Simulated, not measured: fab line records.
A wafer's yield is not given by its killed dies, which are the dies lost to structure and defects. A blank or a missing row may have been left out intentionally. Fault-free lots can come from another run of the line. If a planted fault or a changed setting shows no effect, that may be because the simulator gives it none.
Matching of chambers | flow n5-finfet | N5_BEOL_M15_ILD_DEP_00 on pecvd-01 has 3 sister chambers
The step deposits SiO2 from TEOS/O2, target thk 1629.3 nm, time 346.1 s. 3 wafers are shown with their chamber, then 6 later ones without.

WAFERS WITH THEIR CHAMBER
wafer  | chamber | throttle-valve-pct (%)
L695.6 | 2       | 18.0
L696.1 | 0       | 19.1
L696.4 | 1       | 19.2

WAFERS MISSING THEIR CHAMBER
wafer  | throttle-valve-pct (%)
L696.5 | 17.9
L698.2 | 17.7
L698.6 | 19.1
L702.3 | 18.9
L702.4 | 17.7
L702.5 | 19.4

WHICH CHAMBER EACH WENT THROUGH
wafer  | from the rows above     | in truth
L696.5 | 2                       | 2
L698.2 | 2                       | 2
L698.6 | can't be placed: 0 or 1 | 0
L702.3 | can't be placed: 0 or 1 | 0
L702.4 | 2                       | 2
L702.5 | can't be placed: 1 or 0 | 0
3 of 6 placed correctly. Can't be placed from these rows: 3 (the true chamber is among the candidates in 3). Wrongly placed: 0.
How it was worked out, from the rows above alone: a wafer's distance from a chamber is the root of the sum, over the readings, of the square of ((its reading less the chamber's mean) divided by the reading's scatter). If the next closest chamber is less than 2 further off than the closest, the wafer can't be placed; otherwise it belongs to the closest. The mean given for a chamber averages the wafers shown for that chamber. The scatter (one wafer shown for each chamber): square how far every hidden wafer sits from the nearest shown wafer, average those squares and take the square root.
